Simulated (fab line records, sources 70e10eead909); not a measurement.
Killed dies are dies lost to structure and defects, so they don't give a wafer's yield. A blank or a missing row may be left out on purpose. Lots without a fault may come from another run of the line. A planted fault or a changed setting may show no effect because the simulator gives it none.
Chamber matching | flow nand_harc | NHARC_P_CONTACT_ETCH_35 on rie_diel-07: 4 sister chambers
The step etches the open film in CF4, target depth 39 nm, time 65 s. 4 wafers are shown with their chamber, then 9 later ones without.

WAFERS WITH THEIR CHAMBER
wafer  | chamber | drypump_motor_current_A (A)
L086.6 | 2       | 5.3
L090.2 | 1       | 5.1
L090.3 | 3       | 5.4
L090.4 | 0       | 5.3

WAFERS WITHOUT THEIR CHAMBER
wafer  | drypump_motor_current_A (A)
L093.1 | 5.5
L093.3 | 5.3
L093.6 | 5.4
L095.2 | 5.3
L095.3 | 5.3
L095.5 | 5.3
L097.2 | 5.4
L097.4 | 5.3
L097.6 | 5.3

WHICH CHAMBER EACH WENT THROUGH
wafer  | from the rows above     | in truth
L093.1 | 3                       | 3
L093.3 | can't be placed: 0 or 2 | 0
L093.6 | 3                       | 3
L095.2 | can't be placed: 0 or 2 | 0
L095.3 | can't be placed: 0 or 2 | 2
L095.5 | can't be placed: 0 or 2 | 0
L097.2 | 3                       | 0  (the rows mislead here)
L097.4 | can't be placed: 0 or 2 | 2
L097.6 | can't be placed: 0 or 2 | 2
Placed correctly: 2 of 9. Can't be placed from these rows: 6 (the true chamber is among the candidates in 6). Placed wrongly: 1.
How it was worked out, from the rows above alone: a wafer's distance from a chamber is the root of the sum, over the readings, of the square of ((its reading less the chamber's mean) divided by the reading's scatter). The wafer belongs to the nearest chamber; if the next one is less than 2 further off, it can't be placed. A chamber's mean is the mean of its shown wafers. The scatter: with one shown wafer a chamber, the root of the mean of the squares of how far each hidden wafer lies from its nearest shown one.
